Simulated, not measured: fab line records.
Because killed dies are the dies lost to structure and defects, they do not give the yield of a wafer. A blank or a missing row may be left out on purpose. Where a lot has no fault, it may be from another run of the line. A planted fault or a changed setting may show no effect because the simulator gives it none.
Comparing a struck lot with a sound one :: flow nand-harc :: 18 steps out of a route of 1159
Sound: these wafers, L317.1, L317.4, L317.6. Struck: wafers L330.4, L330.6. (L330.1 of the same lot was not struck and is left out.) The cause comes at the end.
At each step with rows: each side's tool, then ch and its chambers, then its first start. Under that, the readings that differ: sound wafers :: struck wafers :: difference of the means :: sigmas: that difference in standard deviations of wafers without a fault.
alike: words and numbers the same on both sides, and readings whose means are apart by under 2 such deviations; not compared: readings that were withheld, readings missing a value for some wafer, numbers with overlapping values and no deviation given by the record, and bounds like >300 which may hide the same value.
The two part at a step that has a row with sigmas, a row that says differs or no value, or rows on one side only. Non-overlapping numbers with no deviation appear without sigmas and do not part them. A reading missing from all wafers of one side parts the sides only when that side holds two or more wafers.

first, 2 steps without rows for these wafers: NHARC_A_BONDPAD_HARDBAKE_10 (time 65 s); NHARC_A_BONDPAD_DESCUM_11 (chemistry O2, time 3 s).
NHARC_A_BONDPAD_ETCH_34: etches the open film in N2/H2, target depth 60 nm, overetch 18 nm, time 65.91 s.
  sound on rie-diel-09 ch 1,2, day 18 15:29; struck on rie-diel-09 ch 1,2, day 21 17:10
  alike: chamber-pressure-mTorr, drypump-motor-current-A, mfc-ar-sccm, oes-product-au, rf-vpp-V, showerhead-plenum-p-Torr, throttle-valve-pct
  not compared: rf-hours-counter-h
NHARC_A_BONDPAD_ETCH_12: etches the open film in CHF3/O2, target depth 220 nm, time 110 s.
  sound: rie-diel-09 ch 0,3; struck: rie-diel-09 ch 0,3
  alike: chamber-pressure-mTorr, drypump-motor-current-A, mfc-ar-sccm, oes-product-au, rf-vpp-V, showerhead-plenum-p-Torr, throttle-valve-pct
  not compared: rf-hours-counter-h
NHARC_A_BONDPAD_CD_MEAS_13:
  sound on cd-sem-02 at day 18 15:43; struck on cd-sem-03 at day 21 17:23
  alike: cd-nm
then, 1 step without rows for these wafers: NHARC_A_BONDPAD_STRIP_15 (strips in O2).
NHARC_A_BONDPAD_ETCH_24: etches the open film in CF4/N2, target depth 30 nm, time 72.99 s.
  sound: rie-diel-02 ch 0,1; struck: rie-diel-09 ch 1,2
  alike: cf4-flow-sccm, chamber-pressure-mTorr, drypump-motor-current-A, mfc-ar-sccm, oes-product-au, rf-vpp-V, showerhead-plenum-p-Torr, throttle-valve-pct
  not compared: rf-hours-counter-h
then, 2 steps without rows for these wafers: NHARC_A_BONDPAD_STRIP_16 (strips in post etch residue remover, time 600 s); NHARC_A_BONDPAD_DEGAS_25 (time 60 s).
NHARC_A_BONDPAD_PRE_CLEAN_26: time 30 s.
  sound on pvd-sputter-02; struck on pvd-sputter-01
  alike: heater-power-w
then, 2 steps without rows for these wafers: NHARC_A_BONDPAD_PVD_17 (deposits TaN, target thk 5 nm, time 8.06 s); NHARC_A_BONDPAD_PVD_27 (deposits Cu, target thk 30 nm, time 20.49 s).
NHARC_A_BONDPAD_ECD_18: material Cu, target thk 400 nm.
  sound on ecd-cu-02 ch 0,1, day 18 16:53; struck on ecd-cu-01 ch 0, day 21 18:23
  alike: bath-temp-c
then, 1 step without rows for these wafers: NHARC_A_BONDPAD_ANNEAL_28 (time 90 s).
NHARC_A_BONDPAD_CMP_19: polishes, t overpolish 30 s, cu recess touch 16 s, target thk 169.8 nm.
  sound on cmp-04 ch 1,3, day 18 17:38; struck on cmp-03 ch 2,3, day 21 19:10
  alike: motor-current-A, overpolish-run-s, retaining-ring-pressure-frac
NHARC_A_BONDPAD_THK_MEAS_20: measures by xrf.
  sound on film-metro-02 at day 18 17:58; struck on film-metro-02 at day 21 19:28
reading: thk-nm (nm)
sound: 172.1 169.3 171.5
struck: 117.9 120.4
difference: -51.8
sigmas: -40
then, 1 step without rows for these wafers: NHARC_A_BONDPAD_SRD_21 (time 30 s, dry time 20 s).
NHARC_END_SORT_01:
  sound on prober-01 ch 0, day 20 07:23; struck on prober-02 ch 0, day 23 04:31
reading: defect-limited-yield (%)
sound: 96.8 97.9 97.6
struck: 0 0
difference: -97
sigmas: -57

reading: killed-at-array
sound: 14 12 8
struck: 672 676
difference: +663
sigmas: +55

reading: killed-dies
sound: 22 14 16
struck: 677 677
difference: +660
sigmas: +55

reading: sort_bin_2_pct (%)
sound: 1.6 0.4 0.4
struck: 94.8 95.3
difference: +94.2
sigmas: +99 or more

reading: sort_bin_4_pct (%)
sound: 1.6 1.3 1.9
struck: 4.7 4.3
difference: +2.9
sigmas: +3

reading: sort-n-pass
sound: 655 663 661
struck: 0 0
difference: -660
sigmas: -55

reading: sort-rim-yield-pct (%)
sound: 98.1 98.1 96.2
struck: 0 0
difference: -97
sigmas: -37

reading: sort-yield-pct (%)
sound: 96.8 97.9 97.6
struck: 0 0
difference: -97
sigmas: -57
  alike: killed-at-other, killed-at-periphery, killed-open, killed-short, sort_bin_3_pct

WHERE THEY PART
Earliest at NHARC_A_BONDPAD_THK_MEAS_20; latest, in this record, at NHARC_END_SORT_01.

WHY: what had been put in by the simulator
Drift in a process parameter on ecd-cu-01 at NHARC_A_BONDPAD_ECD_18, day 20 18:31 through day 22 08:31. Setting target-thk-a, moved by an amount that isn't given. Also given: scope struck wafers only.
